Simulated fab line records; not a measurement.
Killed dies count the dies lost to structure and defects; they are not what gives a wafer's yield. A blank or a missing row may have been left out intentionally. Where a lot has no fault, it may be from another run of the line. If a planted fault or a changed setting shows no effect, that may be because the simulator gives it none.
fab line records	flow nandHarc	part 1 of 2: steps 1 to 4 of 6
[record] lots = 24	wafers = 72	lastDay = 24
route steps=1159 shown A_SGD_CUT@767 A_SLIT@792 A_WL_FILL@816
lots with no fault: from the same line, run without faults
startH: start of the lot's first displayed wafer, in hours after the record's first day	waitH: hours from the lot's prior step to this one	" same as the row above	L1.1+2: one row covering several wafers at once	- value missing, or start not given	* or withheld: withheld	< > ~ a bound
route shown NAME@n: NAME is a module with steps in the file, n the number in the route of the first one	usual: the fault-free wafers' mean and standard deviation	same: alike in all rows	chamber/n: place in a boat	sites: the reading at each site	_std_site: their standard deviation	_edge_site: the outer-site mean with the inner-site mean subtracted	radiusMm: how far each site lies from the wafer's centre	mask NAME#n: copy n	behind: tool/chamber where the wafer was last shaped	hold: why the lot was held/for how many hours/how that ended	device: names the non-switching transistor (n, p or np)	end of line: the route-end tests of the same wafers	a step without rows: its recipe alone	killed: count of dies lost to structure and defects at first sort (not the wafer's yield)	map: a wafer's dies, marking killed ones x, the rest . and places with no die _
set.NAME: setting as actually run; set.NAME@STEP: the setting as run at that earlier step	model.NAME: the simulator's own value behind a step, which no gauge read
one table for each step of the route and one row for each wafer, over a sample of lots
services: a tool's chamber out of use, with start hour (startH, from the record's first day; less than 0 if before it), hours out, and reason
[[steps]]
[step NHARC_A_SGD_CUT_STRIP_17]
[recipe] o2FlowSccm = 500	arFlowSccm = 0	biasW = 0	chemistry = O2
[usual] drypumpMotorCurrentA = 5.8/0.48	mfcArSccm = 0.010/0.013	oesProductAu = 0.997/0.0085	rfVppV = 57.5/0.78	showerheadPlenumPTorr = 3.45/0.13	throttleValvePct = 17.037/0.009
lot.wafer	tool	chamber	startH	waitH	drypumpMotorCurrentA	mfcArSccm	oesProductAu	rfHoursCounterH	rfVppV	showerheadPlenumPTorr	throttleValvePct
L075.2	rieDiel-08	0	-	-	5.8	0.006	0.991	1	58.1	3.62	17.023
L075.3	"	2	"	"	6.0	0	0.988	1	58.1	3.58	17.020
L075.5	"	3	"	"	5.9	0	1.004	-	56.2	3.38	17.042
L077.3	rieDiel-12	0	-	-	5.5	0.026	1.009	8	56.9	3.39	17.018
L077.2	"	1	"	"	5.8	0	0.998	7	57.2	3.48	17.026
L077.5	"	3	"	"	5.0	0	0.997	-	57.8	3.49	17.045
L076.3	rieDiel-04	2	-	-	5.7	0.028	0.992	3	57.8	3.31	17.044
L076.2	"	3	"	"	6.4	0	0.995	3	57.7	3.31	17.039
L076.6	"	3	"	"	6.4	0	0.988	-	57.2	3.31	17.032
L078.3	rieDiel-08	0	-	-	5.8	0.006	1.002	2	57.0	3.62	17.043
L078.2	"	1	"	"	6.8	0.004	0.993	2	57.6	3.42	17.036
L078.5	"	1	"	"	6.8	0.004	1.004	-	58.8	3.42	17.043
L074.2	rieDiel-04	0	-	-	5.9	0.012	0.992	4	59.1	3.72	17.037
L074.4	"	1	"	"	5.1	0.037	0.988	4	57.9	3.44	17.047
L074.6	"	3	"	"	6.4	0	0.995	-	57.4	3.31	17.047
L080.2	rieDiel-12	1	-	-	5.8	0	1.005	8	56.7	3.48	17.025
L080.5	"	3	"	"	5.0	0	0.983	-	58.8	3.49	17.049
L080.6	"	0	"	"	5.5	0.026	1.007	-	59.1	3.39	17.044
L079.3	rieDiel-08	1	-	-	6.8	0.004	1.001	3	57.0	3.42	17.044
L079.4	"	2	"	"	6.0	0	0.999	3	56.9	3.58	17.027
L079.5	"	3	"	"	5.9	0	1.007	-	56.8	3.38	17.032
L081.4	rieDiel-12	1	-	-	5.8	0	1.003	9	57.0	3.48	17.035
L081.2	"	0	"	"	5.6	0.026	1.004	10	57.3	3.39	17.043
L081.6	"	1	"	"	5.8	0	0.997	-	57.2	3.48	17.059
L082.2	rieDiel-04	2	-	-	5.7	0.028	1.003	6	58.0	3.31	17.018
L082.3	"	3	"	"	6.4	0	1.000	6	56.8	3.31	17.025
L082.6	"	1	"	"	5.1	0.037	0.991	-	56.1	3.44	17.030
L083.1	rieDiel-12	3	-	-	5.0	0	0.989	11	57.8	3.49	17.031
L083.2	"	1	"	"	5.8	0	1.008	10	56.7	3.48	17.035
L083.3	"	2	"	"	5.3	0	0.982	10	56.5	3.33	17.054
L084.3	rieDiel-04	0	-	-	5.9	0.012	0.992	9	57.4	3.71	17.023
L084.4	"	1	"	"	5.1	0.037	1.000	9	57.7	3.44	17.044
L084.5	"	0	"	"	5.9	0.012	0.988	-	57.1	3.71	17.037
L085.3	rieDiel-08	3	-	-	5.9	0	1.010	6	57.7	3.37	17.024
L085.4	"	0	"	"	5.8	0.006	1.008	6	56.9	3.62	17.058
L085.2	"	1	"	"	6.7	0.004	1.002	6	57.0	3.42	17.045
L088.2	rieDiel-04	1	-	-	5.1	0.037	0.990	10	56.8	3.44	17.035
L088.6	"	0	"	"	5.9	0.012	1.001	-	57.2	3.71	17.042
L088.5	"	1	"	"	5.1	0.037	0.986	-	56.1	3.44	17.047
L087.1	rieDiel-08	0	-	-	5.9	0.006	1.004	7	57.2	3.62	17.033
L087.3	"	2	"	"	5.9	0	0.997	8	57.1	3.57	17.040
L087.6	"	0	"	"	5.8	0.006	1.007	-	57.5	3.62	17.040
L086.3	rieDiel-08	2	-	-	6.0	0	0.991	8	57.5	3.57	17.024
L086.1	"	3	"	"	5.9	0	0.997	7	58.6	3.37	17.029
L086.4	"	0	"	"	5.9	0.006	1.000	7	58.1	3.62	17.039
L090.2	rieDiel-04	1	-	-	5.1	0.037	0.994	15	56.6	3.44	17.040
L090.6	"	2	"	"	5.7	0.028	1.010	-	57.7	3.30	17.039
L090.5	"	3	"	"	6.4	0	1.011	-	57.8	3.31	17.043
L089.2	rieDiel-08	3	-	-	5.9	0	0.993	9	57.9	3.37	17.043
L089.1	"	0	"	"	5.8	0.006	0.991	9	58.2	3.62	17.042
L089.6	"	3	"	"	5.9	0	1.001	-	56.4	3.37	17.029
L091.3	rieDiel-04	0	-	-	5.9	0.012	0.994	16	59.0	3.71	17.042
L091.2	"	1	"	"	5.1	0.037	0.988	16	57.4	3.43	17.037
L091.6	"	0	"	"	5.9	0.012	0.990	-	58.6	3.71	17.039
L094.3	rieDiel-08	3	-	-	5.9	0	0.994	-	57.2	3.37	17.064
L094.4	"	1	"	"	6.9	0.004	0.993	-	58.0	3.42	17.052
L094.5	"	1	"	"	6.9	0.004	0.995	-	56.5	3.42	17.020
L092.3	rieDiel-04	3	-	-	6.4	0	1.010	16	57.4	3.30	17.033
L092.2	"	1	"	"	5.1	0.037	0.990	16	56.1	3.43	17.033
L092.6	"	3	"	"	6.4	0	0.994	-	56.9	3.30	17.048
L093.2	rieDiel-12	1	-	-	5.8	0	0.990	2	56.5	3.48	17.032
L093.3	"	0	"	"	5.5	0.026	1.006	3	56.9	3.38	17.054
L093.5	"	1	"	"	5.8	0	0.992	-	57.3	3.48	17.040
L096.3	rieDiel-08	3	-	-	5.9	0	0.987	13	57.9	3.37	17.045
L096.6	"	3	"	"	5.9	0	0.999	-	57.5	3.37	17.040
L096.5	"	0	"	"	5.8	0.006	0.987	-	57.4	3.62	17.043
L095.2	rieDiel-04	3	-	-	6.4	0	0.994	18	56.2	3.30	17.035
L095.1	"	1	"	"	5.1	0.037	0.994	19	57.8	3.43	17.046
L095.4	"	3	"	"	6.4	0	1.001	-	57.8	3.30	17.032
L097.2	rieDiel-04	0	-	-	5.9	0.012	0.996	20	59.5	3.71	17.039
L097.6	"	2	"	"	5.7	0.028	1.019	-	57.7	3.30	17.036
L097.5	"	3	"	"	6.4	0	1.001	-	56.5	3.30	17.027
[step NHARC_A_SLIT_INSPECT_11]
[usual] rawDefectCount = 20/8.4
lot.wafer	tool	chamber	startH	waitH	rawDefectCount
L075.2	defectInspect-02	-	331.86	0.0	16
L075.3	"	-	"	"	19
L075.5	"	-	"	"	20
L077.2	defectInspect-02	-	332.01	0.0	21
L077.3	"	-	"	"	21
L077.5	"	-	"	"	34
L076.2	defectInspect-02	-	332.18	0.0	9
L076.3	"	-	"	"	11
L076.6	"	-	"	"	15
L074.2	defectInspect-02	-	343.36	0.0	11
L074.4	"	-	"	"	8
L074.6	"	-	"	"	13
L078.2	defectInspect-02	-	343.97	0.0	14
L078.3	"	-	"	"	14
L078.5	"	-	"	"	14
L080.2	defectInspect-01	-	347.63	0.0	16
L080.5	"	-	"	"	19
L080.6	"	-	"	"	17
L079.3	defectInspect-02	-	348.29	0.0	20
L079.4	"	-	"	"	26
L079.5	"	-	"	"	21
L082.2	defectInspect-01	-	362.77	0.0	35
L082.3	"	-	"	"	30
L082.6	"	-	"	"	16
L081.2	defectInspect-01	-	363.45	0.0	11
L081.4	"	-	"	"	20
L081.6	"	-	"	"	12
L083.1	defectInspect-02	-	373.64	0.0	36
L083.2	"	-	"	"	23
L083.3	"	-	"	"	27
L085.2	defectInspect-02	-	379.20	0.0	9
L085.3	"	-	"	"	19
L085.4	"	-	"	"	5
L084.3	defectInspect-02	-	381.25	0.0	29
L084.4	"	-	"	"	28
L084.5	"	-	"	"	28
L087.1	defectInspect-02	-	391.54	0.0	30
L087.3	"	-	"	"	28
L087.6	"	-	"	"	22
L088.2	defectInspect-02	-	391.74	0.0	21
L088.5	"	-	"	"	9
L088.6	"	-	"	"	17
L086.1	defectInspect-01	-	392.75	0.0	17
L086.3	"	-	"	"	12
L086.4	"	-	"	"	7
L090.2	defectInspect-01	-	417.14	0.0	16
L090.5	"	-	"	"	18
L090.6	"	-	"	"	13
L089.1	defectInspect-02	-	419.10	0.0	29
L089.2	"	-	"	"	35
L089.6	"	-	"	"	30
L094.3	defectInspect-01	-	426.18	0.0	40
L094.4	"	-	"	"	29
L094.5	"	-	"	"	28
L091.2	defectInspect-01	-	428.21	0.1	13
L091.3	"	-	"	"	14
L091.6	"	-	"	"	14
L093.2	defectInspect-02	-	428.36	0.0	16
L093.3	"	-	"	"	26
L093.5	"	-	"	"	16
L092.2	defectInspect-02	-	428.81	0.0	21
L092.3	"	-	"	"	31
L092.6	"	-	"	"	24
L096.3	defectInspect-01	-	446.63	0.1	12
L096.5	"	-	"	"	21
L096.6	"	-	"	"	15
L095.1	defectInspect-02	-	446.75	0.0	14
L095.2	"	-	"	"	16
L095.4	"	-	"	"	17
L097.2	defectInspect-01	-	461.18	0.0	24
L097.5	"	-	"	"	22
L097.6	"	-	"	"	22
[step NHARC_A_SLIT_ETCH_17]
[recipe] biasV = 900	sourceW = withheld	pressureMtorr = 20	arFlowSccm = 375	c4f8FlowSccm = 83.3	o2FlowSccm = 41.7	timeS = 1687.5	targetDepthA = 1.01e+05	chemistry = C4F8/O2/Ar
[usual] drypumpMotorCurrentA = 5.6/0.43	mfcArSccm = 375.0/1.2	showerheadPlenumPTorr = 3.69/0.091	throttleValvePct = 32.046/0.0084
lot.wafer	tool	chamber	startH	waitH	drypumpMotorCurrentA	mfcArSccm	rfHoursCounterH	showerheadPlenumPTorr	throttleValvePct
L077.2	harEtch-02	1	332.89	-	6.1	374.1	174	3.84	32.040
L077.3	"	1	"	"	6.1	374.9	-	3.84	32.054
L077.5	"	0	"	"	5.9	373.8	-	3.73	32.047
L075.2	harEtch-01	1	333.45	-	5.0	375.4	4	3.72	32.036
L075.3	"	1	"	"	5.0	376.4	-	3.72	32.035
L075.5	"	0	"	"	5.6	376.9	-	3.59	32.059
L076.2	harEtch-02	1	334.59	-	6.2	375.8	176	3.84	32.030
L076.3	"	1	"	"	6.1	373.7	-	3.84	32.043
L076.6	"	1	"	"	6.1	375.8	-	3.84	32.050
L074.2	harEtch-01	0	347.58	-	5.7	374.6	13	3.59	32.033
L074.4	"	0	"	"	5.7	374.2	-	3.59	32.051
L074.6	"	0	"	"	5.7	376.3	-	3.59	32.036
L078.2	harEtch-01	0	349.26	-	5.7	374.9	15	3.59	32.036
L078.3	"	1	"	"	5.0	374.7	-	3.71	32.039
L078.5	"	1	"	"	5.0	374.7	-	3.71	32.049
L080.2	harEtch-02	0	349.28	-	5.9	373.8	185	3.73	32.042
L080.6	"	0	"	"	5.9	372.5	-	3.73	32.052
L080.5	"	1	"	"	6.1	373.3	-	3.83	32.062
L079.4	harEtch-02	0	351.45	-	5.9	373.3	-	3.73	32.045
L079.3	"	1	"	"	6.1	377.3	-	3.83	32.043
L079.5	"	1	"	"	6.2	376.0	-	3.83	32.053
L082.2	harEtch-02	0	363.84	-	5.9	374.9	192	3.72	32.034
L082.3	"	1	"	"	6.1	375.7	-	3.83	32.056
L082.6	"	1	"	"	6.1	375.4	-	3.83	32.051
L081.2	harEtch-01	1	364.53	-	5.0	376.0	24	3.70	32.050
L081.4	"	0	"	"	5.6	376.0	-	3.58	32.032
L081.6	"	0	"	"	5.6	375.2	-	3.58	32.043
L083.1	harEtch-02	1	374.47	-	6.1	376.3	194	3.83	32.064
L083.2	"	0	"	"	5.9	374.3	194	3.72	32.037
L083.3	"	1	"	"	6.1	375.9	-	3.83	32.052
L085.2	harEtch-01	0	380.29	-	5.6	375.0	26	3.58	32.031
L085.4	"	1	"	"	5.0	374.6	-	3.70	32.059
L085.3	"	0	"	"	5.6	375.6	-	3.58	32.047
L084.3	harEtch-02	1	384.96	-	6.1	374.7	-	3.83	32.055
L084.4	"	0	"	"	5.9	372.7	-	3.72	32.048
L084.5	"	1	"	"	6.1	376.4	-	3.83	32.051
L087.1	harEtch-02	0	392.77	-	5.9	373.9	204	3.72	32.050
L087.3	"	0	"	"	5.9	372.6	-	3.72	32.039
L087.6	"	0	"	"	5.9	372.0	-	3.72	32.031
L088.2	harEtch-01	1	392.82	-	5.0	374.1	35	3.70	32.048
L088.6	"	0	"	"	5.6	375.6	-	3.58	32.048
L088.5	"	1	"	"	5.0	373.9	-	3.70	32.048
L086.1	harEtch-02	0	394.47	-	5.9	374.9	206	3.72	32.050
L086.4	"	1	"	"	6.1	373.7	-	3.82	32.057
L086.3	"	0	"	"	5.9	375.8	-	3.72	32.049
L090.2	harEtch-01	1	417.97	-	5.0	375.1	44	3.69	32.044
L090.6	"	1	"	"	5.0	374.5	-	3.69	32.059
L090.5	"	0	"	"	5.6	375.6	-	3.57	32.043
L089.1	harEtch-01	1	419.93	-	5.0	373.2	46	3.69	32.051
L089.2	"	0	"	"	5.6	374.4	46	3.57	32.039
L089.6	"	1	"	"	5.0	372.7	-	3.69	32.034
L094.4	harEtch-01	0	427.63	-	5.6	375.4	-	3.57	32.060
L094.3	"	1	"	"	5.0	374.7	-	3.69	32.045
L094.5	"	1	"	"	5.0	374.2	-	3.69	32.042
L091.2	harEtch-01	1	429.28	-	5.0	373.9	49	3.69	32.048
L091.3	"	0	"	"	5.6	375.9	-	3.57	32.037
L091.6	"	0	"	"	5.7	375.2	-	3.57	32.041
L093.2	harEtch-02	0	429.83	-	5.9	376.5	219	3.71	32.061
L093.3	"	0	"	"	5.9	377.2	-	3.71	32.049
L093.5	"	0	"	"	5.9	374.3	-	3.71	32.051
L092.2	harEtch-01	1	430.95	-	5.0	374.6	50	3.69	32.040
L092.3	"	0	"	"	5.6	375.2	-	3.57	32.033
L092.6	"	0	"	"	5.6	374.4	-	3.57	32.050
L096.3	harEtch-01	1	448.49	-	5.0	374.8	-	3.69	32.060
L096.5	"	0	"	"	5.7	374.5	-	3.56	32.037
L096.6	"	1	"	"	5.0	376.2	-	3.69	32.047
L095.2	harEtch-01	0	449.43	-	5.7	376.0	57	3.56	32.052
L095.1	"	1	"	"	5.0	374.4	57	3.69	32.045
L095.4	"	1	"	"	4.9	373.1	-	3.69	32.045
L097.2	harEtch-01	0	462.26	-	5.7	377.4	63	3.56	32.049
L097.5	"	1	"	"	5.0	376.6	-	3.68	32.040
L097.6	"	0	"	"	5.6	377.6	-	3.56	32.047
[step NHARC_A_WL_FILL_STRIP_27]
[recipe] powerW = 1500	tempC = 250	timeS = 20	chemistry = N2/H2
[usual] drypumpMotorCurrentA = 5.7/0.32	heaterPowerW = 354/33
lot.wafer	tool	chamber	startH	waitH	drypumpMotorCurrentA	heaterPowerW	rfHoursCounterH
L076.2	plasmaAsher-01	0	349.26	0.1	6.0	333	20
L076.3	"	0	"	"	6.1	332	-
L076.6	"	0	"	"	6.0	338	-
L077.2	plasmaAsher-02	1	349.33	0.1	5.3	344	52
L077.3	"	1	"	"	5.3	329	-
L077.5	"	1	"	"	5.3	330	-
L075.2	plasmaAsher-01	0	352.33	0.3	6.1	337	21
L075.3	"	1	"	"	5.4	342	-
L075.5	"	1	"	"	5.5	333	-
L078.2	plasmaAsher-01	1	362.82	0.1	5.4	335	25
L078.3	"	1	"	"	5.5	337	-
L078.5	"	0	"	"	6.0	342	-
L080.2	plasmaAsher-01	1	363.74	0.2	5.4	344	25
L080.6	"	1	"	"	5.4	349	-
L080.5	"	0	"	"	6.1	338	-
L074.2	plasmaAsher-01	0	366.00	0.5	6.1	335	26
L074.4	"	1	"	"	5.5	342	-
L074.6	"	0	"	"	6.1	333	-
L079.4	plasmaAsher-01	1	367.53	0.4	5.5	347	-
L079.3	"	0	"	"	6.0	327	-
L079.5	"	1	"	"	5.5	342	-
L082.2	plasmaAsher-02	1	378.97	0.1	5.3	333	3
L082.3	"	1	"	"	5.3	335	-
L082.6	"	0	"	"	6.0	417	-
L081.2	plasmaAsher-01	0	379.18	0.1	6.0	346	34
L081.4	"	1	"	"	5.4	349	-
L081.6	"	0	"	"	6.0	328	-
L083.2	plasmaAsher-02	0	395.93	0.1	6.0	410	11
L083.1	"	1	"	"	5.3	333	11
L083.3	"	0	"	"	6.0	416	-
L085.2	plasmaAsher-02	0	399.92	0.1	6.0	413	11
L085.4	"	1	"	"	5.4	333	-
L085.3	"	0	"	"	6.0	412	-
L084.3	plasmaAsher-01	0	405.63	0.1	6.1	340	-
L084.4	"	1	"	"	5.4	342	-
L084.5	"	0	"	"	6.0	336	-
L087.1	plasmaAsher-01	0	409.01	0.1	6.0	328	44
L087.3	"	0	"	"	6.0	346	-
L087.6	"	1	"	"	5.4	344	-
L088.2	plasmaAsher-01	1	409.59	0.4	5.4	337	44
L088.6	"	0	"	"	6.0	332	-
L088.5	"	1	"	"	5.4	351	-
L086.1	plasmaAsher-01	0	411.93	0.2	6.0	338	45
L086.3	"	1	"	"	5.4	339	-
L086.4	"	0	"	"	6.0	336	-
L090.2	plasmaAsher-02	1	436.27	0.1	5.3	333	17
L090.6	"	1	"	"	5.3	327	-
L090.5	"	0	"	"	6.0	413	-
L089.2	plasmaAsher-02	1	437.16	0.1	5.3	331	17
L089.1	"	0	"	"	6.0	410	17
L089.6	"	0	"	"	6.0	414	-
L094.4	plasmaAsher-02	0	442.34	0.2	6.0	423	-
L094.3	"	1	"	"	5.3	338	-
L094.5	"	1	"	"	5.3	338	-
L091.2	plasmaAsher-01	1	443.37	0.1	5.4	339	61
L091.3	"	0	"	"	6.0	329	-
L091.6	"	0	"	"	6.0	330	-
L092.2	plasmaAsher-01	1	446.54	0.2	5.4	337	63
L092.3	"	1	"	"	5.4	344	-
L092.6	"	1	"	"	5.4	344	-
L093.2	plasmaAsher-01	1	446.65	0.2	5.4	339	63
L093.3	"	0	"	"	6.1	335	-
L093.5	"	0	"	"	6.1	336	-
L095.2	plasmaAsher-02	1	467.78	0.1	5.3	339	32
L095.1	"	0	"	"	6.0	413	32
L095.4	"	0	"	"	6.0	418	-
L096.3	plasmaAsher-02	1	470.68	0.1	5.3	341	-
L096.6	"	1	"	"	5.3	334	-
L096.5	"	0	"	"	6.0	423	-
L097.2	plasmaAsher-02	0	481.60	0.1	6.0	425	35
L097.6	"	0	"	"	6.0	425	-
L097.5	"	1	"	"	5.3	336	-
